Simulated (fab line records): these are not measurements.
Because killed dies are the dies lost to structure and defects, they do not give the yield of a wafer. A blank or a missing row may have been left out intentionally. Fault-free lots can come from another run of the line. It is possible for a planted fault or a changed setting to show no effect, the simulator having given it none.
fab line records	flow nand_harc	part 1 of 2: steps 1 to 27 of 39
[record] lots = 5	wafers = 15	last_day = 30
route steps=1302 shown A_STAIRCASE@760
lots with no fault: from the same line, run without faults
start_h: hours from the record's first day to the start of the lot's first wafer shown	wait_h: time in hours since the lot's previous step	" repeats the value in the row above	L1.1+2: a row that stands for several wafers	- no value, or no start was given	* or withheld: withheld	< > ~ a bound
route shown NAME@n: names a module that has steps shown in the file, with the first one's number in the route	usual: mean/standard deviation taken from wafers without a fault	same: alike in all rows	chamber/n: place in a boat	sites: the reading at each site	_std_site: their standard deviation	_edge_site: the outer-site mean with the inner-site mean subtracted	radius_mm: how far each site lies from the wafer's centre	mask NAME#n: copy n	behind: the tool/chamber that last shaped the wafer	hold: reason for holding the lot/hours on hold/outcome of the hold	device: the transistor (n, p or np) that didn't switch	end of line: the tests these same wafers got at the end of their route	for a step that has no rows: nothing shown but its recipe	killed: at the first sort, the dies lost to defects and structure; wafer yield is something else	map: a wafer's dies, x killed, . not, _ none there
set.NAME: the run value of the setting; set.NAME@STEP: its run value at that earlier step	model.NAME: the simulator's own value behind a step, which no gauge read
lots seen at some steps along the route; tables by step, rows by wafer
services: from which hour (start_h, from the record's first day; less than 0 if before it) a tool's chamber was out of use, for how many hours, and why
[[steps]]
[step NHARC_A_STAIRCASE_EBR_246]
lot.wafer	tool	chamber	start_h	wait_h
L078.3+5+6	litho_track-05	0	-	-
L081.1+2+5	litho_track-02	0	-	-
L084.2+3+5	litho_track-07	0	-	-
L091.2+3+4	litho_track-07	0	-	-
L090.2+4+5	litho_track-05	0	-	-
[step NHARC_A_STAIRCASE_EXPOSE_247]
[recipe] na = 0.5	dose_mj = 25.34	mask_id = SDS_1
lot.wafer	tool	chamber	start_h	wait_h	mask
L078.3+5+6	krf_scanner-04	0	390.64	-	SDS_1#0
L081.1+2+5	krf_scanner-01	0	428.63	-	SDS_1#0
L084.2+3+5	krf_scanner-01	0	461.82	-	SDS_1#0
L091.2+3+4	krf_scanner-03	0	525.26	-	SDS_1#0
L090.2+4+5	krf_scanner-03	0	526.05	-	SDS_1#0
[step NHARC_A_STAIRCASE_PEB_248]
[recipe] peb_temp_c = 115	peb_time_s = 130
[same] peb_time_s = 130
lot.wafer	tool	chamber	start_h	wait_h
L078.3+5+6	litho_track-07	0	390.69	0.1
L081.1+2+5	litho_track-02	0	428.70	0.1
L084.2+3+5	litho_track-05	0	461.88	0.1
L091.2+3+4	litho_track-02	0	525.32	0.1
L090.2+4+5	litho_track-05	0	526.11	0.1
[step NHARC_A_STAIRCASE_DEVELOP_249]
[recipe] time_s = 140
lot.wafer	tool	chamber	start_h	wait_h
L078.3+5+6	litho_track-07	0	-	-
L081.1+2+5	litho_track-02	0	-	-
L084.2+3+5	litho_track-05	0	-	-
L091.2+3+4	litho_track-02	0	-	-
L090.2+4+5	litho_track-05	0	-	-
[step NHARC_A_STAIRCASE_HARDBAKE_251]
[recipe] temp_c = 120	time_s = 140
lot.wafer	tool	chamber	start_h	wait_h
L078.3+5+6	litho_track-02	0	390.92	-
L081.1+2+5	litho_track-02	0	428.91	-
L084.2+3+5	litho_track-05	0	462.10	-
L091.2+3+4	litho_track-02	0	525.54	-
L090.2+4+5	litho_track-07	0	526.33	-
[step NHARC_A_STAIRCASE_DESCUM_252]
[recipe] time_s = 3	o2_flow_sccm = 200	ar_flow_sccm = 0	bias_power_w = 0	chemistry = O2
[usual] drypump_motor_current_A = 5.8/0.49	oes_product_au = 1.002/0.015	rf_vpp_V = 57.6/0.93	showerhead_plenum_p_Torr = 1.89/0.086	throttle_valve_pct = 11.311/0.0094
[same] bias_power_w = 0
lot.wafer	tool	chamber	start_h	wait_h	drypump_motor_current_A	oes_product_au	rf_hours_counter_h	rf_vpp_V	showerhead_plenum_p_Torr	throttle_valve_pct
L078.3	rie_diel-04	0	391.03	-	5.3	1.002	8	56.1	1.79	11.302
L078.5	"	1	"	"	6.6	1.016	-	58.7	1.96	11.304
L078.6	"	2	"	"	5.7	1.025	-	57.1	1.80	11.319
L081.2	rie_diel-05	2	429.02	-	5.6	1.023	5	56.7	1.87	11.327
L081.1	"	0	"	"	5.8	1.005	7	58.2	1.94	11.320
L081.5	"	1	"	"	5.1	0.998	-	57.4	1.86	11.319
L084.2	rie_diel-05	2	462.20	-	5.5	1.026	14	58.5	1.87	11.303
L084.3	"	3	"	"	5.7	0.978	13	57.4	2.05	11.319
L084.5	"	1	"	"	5.1	1.004	-	57.6	1.85	11.314
L091.4	rie_diel-04	1	525.63	-	6.6	1.007	48	58.4	1.95	11.306
L091.3	"	2	"	"	5.7	1.027	48	57.0	1.78	11.315
L091.2	"	0	"	"	5.3	0.994	53	56.3	1.78	11.314
L090.2	rie_diel-10	1	526.42	-	5.2	0.975	30	58.0	1.97	11.327
L090.4	"	0	"	"	6.1	0.992	36	55.9	1.77	11.305
L090.5	"	1	"	"	5.2	0.984	-	56.2	1.97	11.303
[step NHARC_A_STAIRCASE_ETCH_253]
[recipe] target_depth_a = 500	time_s = 20.2	ion_energy_ev = 400	c4f8_flow_sccm = 20	o2_flow_sccm = 10	ar_flow_sccm = withheld	rf_w = 600	bias_w = 1000	chemistry = C4F8/O2
[usual] oes_product_au = 0.955/0.02	rf_fwd_power_W = 590/3.4	rf_vpp_V = 894/5.5
lot.wafer	tool	chamber	start_h	wait_h	oes_product_au	rf_fwd_power_W	rf_hours_counter_h	rf_vpp_V
L078.3	rie_diel-04	1	391.10	0.1	0.938	582	8	898
L078.6	"	2	"	"	0.961	593	-	889
L078.5	"	3	"	"	0.954	590	-	900
L081.1	rie_diel-05	0	429.12	0.1	0.965	592	7	899
L081.2	"	1	"	"	0.961	588	7	893
L081.5	"	0	"	"	0.971	590	-	899
L084.2	rie_diel-05	0	462.29	0.1	0.973	589	16	898
L084.3	"	1	"	"	0.969	589	15	890
L084.5	"	3	"	"	0.957	593	-	904
L091.4	rie_diel-04	3	525.71	0.1	0.931	588	52	899
L091.2	"	0	"	"	0.912	589	53	887
L091.3	"	2	"	"	0.946	596	48	888
L090.4	rie_diel-10	2	526.53	0.1	0.968	589	31	886
L090.2	"	3	"	"	0.950	594	36	895
L090.5	"	2	"	"	0.967	590	-	887
[step NHARC_A_STAIRCASE_STRIP_254]
[recipe] power_w = 1500	temp_c = 250	chemistry = O2
[usual] drypump_motor_current_A = 5.82/0.25	heater_power_w = 365/40	rf_refl_power_W = 25/5.8
lot.wafer	tool	chamber	start_h	wait_h	drypump_motor_current_A	heater_power_w	rf_hours_counter_h	rf_refl_power_W
L078.3	plasma_asher-02	1	391.32	-	6.09	415	-	25
L078.6	"	0	"	"	6.10	395	-	16
L078.5	"	1	"	"	6.10	411	-	26
L081.2	plasma_asher-01	1	429.21	-	5.52	311	16	24
L081.1	"	0	"	"	5.67	354	16	33
L081.5	"	1	"	"	5.51	304	-	25
L084.2	plasma_asher-01	0	462.41	-	5.69	350	25	-
L084.3	"	1	"	"	5.50	305	-	-
L084.5	"	1	"	"	5.50	308	-	-
L091.2	plasma_asher-02	1	525.85	-	6.13	384	20	25
L091.3	"	0	"	"	6.07	424	-	16
L091.4	"	1	"	"	6.13	392	-	24
L090.2	plasma_asher-02	1	526.66	-	6.14	392	21	25
L090.4	"	0	"	"	6.07	409	-	16
L090.5	"	0	"	"	6.05	417	-	16
[step NHARC_A_STAIRCASE_STRIP_255]
[recipe] time_s = 900	temp_c = 130	chemistry = SPM
[usual] bath_guard_temp_C = 130.1/0.5
lot.wafer	tool	chamber	start_h	wait_h	bath_guard_temp_C
L078.3	wet_bench-05	1	391.52	0.2	130.0
L078.5	"	2	"	"	131.0
L078.6	"	3	"	"	130.0
L081.5	wet_bench-01	2	429.57	0.1	129.8
L081.2	"	4	"	"	129.8
L081.1	"	6	"	"	130.8
L084.2	wet_bench-01	7	462.73	0.3	130.0
L084.3	"	1	"	"	130.1
L084.5	"	2	"	"	129.8
L091.4	wet_bench-01	3	526.15	0.2	129.7
L091.2	"	5	"	"	129.9
L091.3	"	0	"	"	130.2
L090.5	wet_bench-05	1	526.97	0.1	130.4
L090.4	"	5	"	"	129.4
L090.2	"	6	"	"	130.2
[step NHARC_A_STAIRCASE_PRECLEAN_256]
[recipe] time_s = *	temp_c = 50	bath_age_min = 0	chemistry = SC1
[usual] bath_guard_temp_C = 50.1/0.49
lot.wafer	tool	chamber	start_h	wait_h	bath_guard_temp_C
L078.3	wet_bench-05	1	-	-	50.4
L078.5	"	2	"	"	51.0
L078.6	"	3	"	"	49.8
L081.5	wet_bench-01	2	-	-	50.0
L081.2	"	4	"	"	49.9
L081.1	"	6	"	"	50.8
L084.2	wet_bench-01	7	-	-	50.4
L084.3	"	1	"	"	50.0
L084.5	"	2	"	"	49.6
L091.4	wet_bench-01	3	-	-	50.2
L091.2	"	5	"	"	49.9
L091.3	"	0	"	"	50.3
L090.5	wet_bench-05	1	-	-	50.4
L090.4	"	5	"	"	49.8
L090.2	"	6	"	"	50.1
[step NHARC_A_STAIRCASE_SRD_257]
lot.wafer	tool	chamber	start_h	wait_h
L078.3+5+6	wet_bench-05	1,2,3	-	-
L081.5+2+1	wet_bench-01	2,4,6	-	-
L084.2+3+5	wet_bench-01	7,1,2	-	-
L091.4+2+3	wet_bench-01	3,5,0	-	-
L090.5+4+2	wet_bench-05	1,5,6	-	-
[step NHARC_A_STAIRCASE_HM_DEP_456]
[recipe] target_thk_a = 31000	temp_c = 400	material = aC
[usual] throttle_valve_pct = 35.001/0.0089
lot.wafer	tool	chamber	start_h	wait_h	throttle_valve_pct
L078.3	acl_dep-03	0	394.07	-	34.989
L078.5	"	0	"	"	34.992
L078.6	"	0	"	"	34.992
L081.1	acl_dep-01	0	432.31	-	35.009
L081.2	"	0	"	"	35.021
L081.5	"	0	"	"	35.006
L084.2	acl_dep-01	0	464.08	-	35.004
L084.3	"	0	"	"	35.002
L084.5	"	0	"	"	35.013
L091.2	acl_dep-01	0	526.92	-	35.009
L091.3	"	0	"	"	35.015
L091.4	"	0	"	"	35.000
L090.2	acl_dep-02	0	528.20	-	35.008
L090.4	"	0	"	"	35.007
L090.5	"	0	"	"	35.003
[step NHARC_A_STAIRCASE_DEP_259]
[recipe] target_thk_a = 300	target_thk_nm = 30	temp_c = 400	pressure_torr = 3.5	flow_sccm = 200	rf_w = 350	material = SiON
[usual] chamber_pressure_Torr = 3.500/0.0083	heater_power_w = 741/89	rf_fwd_power_W = 348.5/1
lot.wafer	tool	chamber	start_h	wait_h	chamber_pressure_Torr	heater_power_w	rf_fwd_power_W
L078.3	pecvd-03	2	395.36	1.0	3.495	801	347.5
L078.5	"	2	"	"	3.499	816	348.8
L078.6	"	0	"	"	3.508	870	347.2
L081.1	pecvd-03	1	434.21	1.6	3.498	565	349.5
L081.2	"	2	"	"	3.482	826	348.1
L081.5	"	2	"	"	3.496	827	349.2
L084.2	pecvd-02	1	465.66	1.3	3.500	751	349.4
L084.3	"	2	"	"	3.501	608	348.3
L084.5	"	2	"	"	3.507	609	350.2
L091.3	pecvd-02	2	528.47	0.9	3.499	635	350.2
L091.2	"	0	"	"	3.492	734	348.9
L091.4	"	1	"	"	3.497	827	348.7
L090.2	pecvd-04	0	529.81	1.3	3.505	752	349.0
L090.5	"	1	"	"	3.501	803	347.9
L090.4	"	0	"	"	3.498	749	348.6
[step NHARC_A_STAIRCASE_DEHYDRATE_260]
[recipe] temp_c = 150	time_s = 120
lot.wafer	tool	chamber	start_h	wait_h
L078.3+5+6	litho_track-02	0	395.60	0.2
L081.1+2+5	litho_track-02	0	434.45	0.2
L084.2+3+5	litho_track-07	0	465.93	0.2
L091.2+3+4	litho_track-05	0	528.74	0.2
L090.2+4+5	litho_track-07	0	530.02	0.2
[step NHARC_A_STAIRCASE_HMDS_261]
[recipe] time_s = 30
lot.wafer	tool	chamber	start_h	wait_h
L078.3+5+6	litho_track-02	0	-	-
L081.1+2+5	litho_track-02	0	-	-
L084.2+3+5	litho_track-07	0	-	-
L091.2+3+4	litho_track-05	0	-	-
L090.2+4+5	litho_track-07	0	-	-
[step NHARC_A_STAIRCASE_COAT_262]
[recipe] spin_rpm = 1200
lot.wafer	tool	chamber	start_h	wait_h
L078.3+5+6	litho_track-02	0	-	-
L081.1+2+5	litho_track-02	0	-	-
L084.2+3+5	litho_track-07	0	-	-
L091.2+3+4	litho_track-05	0	-	-
L090.2+4+5	litho_track-07	0	-	-
[step NHARC_A_STAIRCASE_SOFTBAKE_263]
[recipe] temp_c = 135	time_s = 170
lot.wafer	tool	chamber	start_h	wait_h
L078.3+5+6	litho_track-02	0	-	-
L081.1+2+5	litho_track-02	0	-	-
L084.2+3+5	litho_track-07	0	-	-
L091.2+3+4	litho_track-05	0	-	-
L090.2+4+5	litho_track-07	0	-	-
[step NHARC_A_STAIRCASE_EBR_264]
lot.wafer	tool	chamber	start_h	wait_h
L078.3+5+6	litho_track-02	0	-	-
L081.1+2+5	litho_track-02	0	-	-
L084.2+3+5	litho_track-07	0	-	-
L091.2+3+4	litho_track-05	0	-	-
L090.2+4+5	litho_track-07	0	-	-
[step NHARC_A_STAIRCASE_EXPOSE_265]
[recipe] na = 0.5	dose_mj = 25.01	mask_id = CHOP_200
lot.wafer	tool	chamber	start_h	wait_h	mask
L078.3+5+6	krf_scanner-04	0	395.95	-	CHOP_200#0
L081.1+2+5	krf_scanner-04	0	434.79	-	CHOP_200#0
L084.2+3+5	krf_scanner-04	0	466.27	-	CHOP_200#0
L091.2+3+4	krf_scanner-03	0	529.08	-	CHOP_200#0
L090.2+4+5	krf_scanner-04	0	530.36	-	CHOP_200#0
[step NHARC_A_STAIRCASE_PEB_266]
[recipe] peb_temp_c = 115	peb_time_s = 130
[same] peb_time_s = 130
lot.wafer	tool	chamber	start_h	wait_h
L078.3+5+6	litho_track-02	0	396.00	0.1
L081.1+2+5	litho_track-02	0	434.85	0.1
L084.2+3+5	litho_track-02	0	466.33	0.1
L091.2+3+4	litho_track-02	0	529.15	0.1
L090.2+4+5	litho_track-02	0	530.42	0.1
[step NHARC_A_STAIRCASE_DEVELOP_267]
[recipe] time_s = 140
lot.wafer	tool	chamber	start_h	wait_h
L078.3+5+6	litho_track-02	0	-	-
L081.1+2+5	litho_track-02	0	-	-
L084.2+3+5	litho_track-02	0	-	-
L091.2+3+4	litho_track-02	0	-	-
L090.2+4+5	litho_track-02	0	-	-
[step NHARC_A_STAIRCASE_HARDBAKE_269]
[recipe] temp_c = 120	time_s = 140
lot.wafer	tool	chamber	start_h	wait_h
L078.3+5+6	litho_track-02	0	396.23	-
L081.1+2+5	litho_track-07	0	435.07	-
L084.2+3+5	litho_track-05	0	466.55	-
L091.2+3+4	litho_track-05	0	529.37	-
L090.2+4+5	litho_track-05	0	530.64	-
[step NHARC_A_STAIRCASE_DESCUM_270]
[recipe] time_s = 3	o2_flow_sccm = 200	ar_flow_sccm = 0	bias_power_w = 0	chemistry = O2
[usual] drypump_motor_current_A = 5.8/0.49	oes_product_au = 1.001/0.013	rf_vpp_V = 57.6/0.9	showerhead_plenum_p_Torr = 1.88/0.088	throttle_valve_pct = 11.311/0.011
[same] bias_power_w = 0
lot.wafer	tool	chamber	start_h	wait_h	drypump_motor_current_A	oes_product_au	rf_hours_counter_h	rf_vpp_V	showerhead_plenum_p_Torr	throttle_valve_pct
L078.3	rie_diel-05	0	396.31	-	5.8	0.984	48	58.0	1.95	11.317
L078.5	"	0	"	"	5.7	1.009	-	58.1	1.95	11.313
L078.6	"	1	"	"	5.1	0.996	-	58.5	1.86	11.308
L081.1	rie_diel-04	0	435.17	-	5.3	0.990	24	57.8	1.79	11.314
L081.2	"	2	"	"	5.8	1.029	24	56.9	1.79	11.309
L081.5	"	0	"	"	5.3	0.994	-	57.4	1.79	11.294
L084.2	rie_diel-04	2	466.66	-	5.8	1.017	33	57.7	1.79	11.317
L084.3	"	3	"	"	6.6	1.017	36	58.2	1.96	11.313
L084.5	"	1	"	"	6.6	1.010	-	58.4	1.95	11.307
L091.4	rie_diel-05	3	529.46	-	5.7	0.976	33	59.0	2.05	11.315
L091.2	"	0	"	"	5.8	1.003	35	58.3	1.93	11.318
L091.3	"	1	"	"	5.1	1.000	34	55.8	1.85	11.300
L090.4	rie_diel-10	0	530.85	-	6.1	0.996	37	57.2	1.77	11.312
L090.2	"	2	"	"	5.6	1.006	32	57.7	1.77	11.310
L090.5	"	3	"	"	6.1	0.989	-	57.6	1.89	11.313
[step NHARC_A_STAIRCASE_ETCH_271]
[recipe] cf4_flow_sccm = 100	chf3_flow_sccm = 30	ar_flow_sccm = 0	rf_w = 500	bias_w = 200	chemistry = CF4/CHF3
[usual] drypump_motor_current_A = 5.8/0.48	oes_product_au = 0.950/0.023	rf_fwd_power_W = 497.3/1.8	rf_vpp_V = 369.7/2.5	showerhead_plenum_p_Torr = 1.55/0.07	throttle_valve_pct = 16.802/0.0088
lot.wafer	tool	chamber	start_h	wait_h	drypump_motor_current_A	oes_product_au	rf_fwd_power_W	rf_hours_counter_h	rf_vpp_V	showerhead_plenum_p_Torr	throttle_valve_pct
L078.3	rie_diel-05	0	396.41	0.1	5.8	0.930	499.3	48	371.6	1.60	16.812
L078.6	"	2	"	"	5.5	0.927	500.1	-	370.0	1.54	16.812
L078.5	"	3	"	"	5.7	0.917	498.0	-	374.0	1.69	16.796
L081.2	rie_diel-04	2	435.26	0.1	5.7	1.003	499.0	24	367.0	1.48	16.805
L081.1	"	0	"	"	5.3	0.957	499.9	24	369.6	1.48	16.809
L081.5	"	1	"	"	6.6	0.987	495.8	-	372.5	1.61	16.815
L084.3	rie_diel-04	3	466.74	0.1	6.6	0.943	498.2	36	371.2	1.61	16.793
L084.2	"	0	"	"	5.3	0.908	497.8	34	366.2	1.47	16.813
L084.5	"	2	"	"	5.7	0.939	497.5	-	367.9	1.48	16.795
L091.4	rie_diel-05	2	529.54	0.1	5.5	0.980	498.2	33	369.7	1.53	16.806
L091.3	"	3	"	"	5.7	0.942	495.8	33	373.7	1.68	16.810
L091.2	"	1	"	"	5.1	0.977	497.8	34	368.5	1.52	16.788
L090.2	rie_diel-10	2	530.93	0.1	5.6	0.933	496.8	32	367.5	1.46	16.792
L090.4	"	1	"	"	5.2	0.912	496.8	30	371.5	1.62	16.809
L090.5	"	3	"	"	6.1	0.915	496.4	-	371.3	1.56	16.814
[step NHARC_A_STAIRCASE_HM_OPEN_457]
[recipe] o2_flow_sccm = 400	cos_flow_sccm = 20	ar_flow_sccm = 0	rf_w = 500	bias_w = 300	chemistry = O2/COS
[usual] drypump_motor_current_A = 5.8/0.48	oes_product_au = 0.999/0.013	rf_fwd_power_W = 498.7/1.6	rf_vpp_V = 466/3	showerhead_plenum_p_Torr = 3.06/0.14	throttle_valve_pct = 28.330/0.0086
lot.wafer	tool	chamber	start_h	wait_h	drypump_motor_current_A	oes_product_au	rf_fwd_power_W	rf_hours_counter_h	rf_vpp_V	showerhead_plenum_p_Torr	throttle_valve_pct
L078.3	rie_diel-05	2	-	-	5.5	1.004	498.9	50	465	3.06	28.329
L078.6	"	3	"	"	5.7	0.997	499.3	-	470	3.35	28.333
L078.5	"	0	"	"	5.8	1.000	498.3	-	469	3.18	28.326
L081.2	rie_diel-04	0	-	-	5.3	0.985	499.8	24	463	2.93	28.343
L081.1	"	1	"	"	6.6	0.997	496.2	23	469	3.19	28.344
L081.5	"	0	"	"	5.3	0.989	499.2	-	462	2.93	28.319
L084.3	rie_diel-04	1	-	-	6.6	1.013	498.0	32	469	3.18	28.335
L084.2	"	3	"	"	6.6	1.023	500.1	36	468	3.19	28.328
L084.5	"	0	"	"	5.3	0.986	500.3	-	463	2.93	28.333
L091.2	rie_diel-05	0	-	-	5.8	1.000	498.2	36	469	3.16	28.327
L091.4	"	1	"	"	5.1	0.992	498.9	34	463	3.02	28.341
L091.3	"	2	"	"	5.6	1.011	499.9	33	466	3.04	28.341
L090.2	rie_diel-10	1	-	-	5.2	0.980	498.8	30	470	3.21	28.324
L090.4	"	3	"	"	6.1	0.979	501.5	37	466	3.09	28.326
L090.5	"	1	"	"	5.2	0.982	498.0	-	469	3.21	28.323
[step NHARC_A_STAIRCASE_STRIP_458]
[recipe] o2_flow_sccm = 400	cos_flow_sccm = 20	ar_flow_sccm = 0	bias_w = 0	chemistry = O2/COS
lot.wafer	tool	chamber	start_h	wait_h
L078.3+6+5	rie_diel-05	2,2,3	-	-
L081.1+2+5	rie_diel-04	3,1,2	-	-
L084.2+3+5	rie_diel-04	0,1,2	-	-
L091.3+2+4	rie_diel-05	1,2,3	-	-
L090.2+4+5	rie_diel-10	1,2,0	-	-
[step NHARC_A_STAIRCASE_ETCH_451]
[recipe] target_depth_a = 300	overetch_a = 30	time_s = 16.5	ion_energy_ev = 100	cf4_flow_sccm = 80	o2_flow_sccm = 20	ar_flow_sccm = 0	rf_w = 300	bias_w = 100	chemistry = CF4/O2
[usual] drypump_motor_current_A = 5.8/0.48	oes_product_au = 1.001/0.013	rf_fwd_power_W = 294.6/1.8	rf_vpp_V = 197.3/1.5	showerhead_plenum_p_Torr = 1.31/0.062	throttle_valve_pct = 13.396/0.0085
lot.wafer	tool	chamber	start_h	wait_h	drypump_motor_current_A	oes_product_au	rf_fwd_power_W	rf_hours_counter_h	rf_vpp_V	showerhead_plenum_p_Torr	throttle_valve_pct
L078.3	rie_diel-05	0	-	-	5.8	1.003	295.2	48	197.3	1.36	13.406
L078.6	"	1	"	"	5.1	0.998	293.5	-	197.0	1.30	13.401
L078.5	"	2	"	"	5.5	1.004	298.2	-	197.7	1.31	13.398
L081.2	rie_diel-04	0	-	-	5.3	0.993	297.8	24	197.0	1.25	13.415
L081.1	"	1	"	"	6.6	0.999	291.1	23	197.1	1.36	13.387
L081.5	"	0	"	"	5.3	0.999	296.4	-	195.2	1.25	13.397
L084.3	rie_diel-04	1	-	-	6.6	1.004	291.4	32	197.1	1.36	13.394
L084.2	"	3	"	"	6.6	1.024	291.3	36	199.6	1.37	13.391
L084.5	"	2	"	"	5.7	1.020	295.4	-	195.3	1.25	13.390
L091.4	rie_diel-05	2	-	-	5.5	1.006	296.9	33	198.3	1.30	13.391
L091.3	"	0	"	"	5.8	0.998	297.1	36	198.2	1.35	13.395
L091.2	"	1	"	"	5.1	0.990	292.9	34	197.5	1.29	13.389
L090.4	rie_diel-10	2	-	-	5.5	1.006	291.8	32	196.4	1.23	13.388
L090.2	"	0	"	"	6.1	0.986	295.1	38	194.3	1.24	13.390
L090.5	"	2	"	"	5.6	1.002	293.1	-	196.3	1.23	13.388
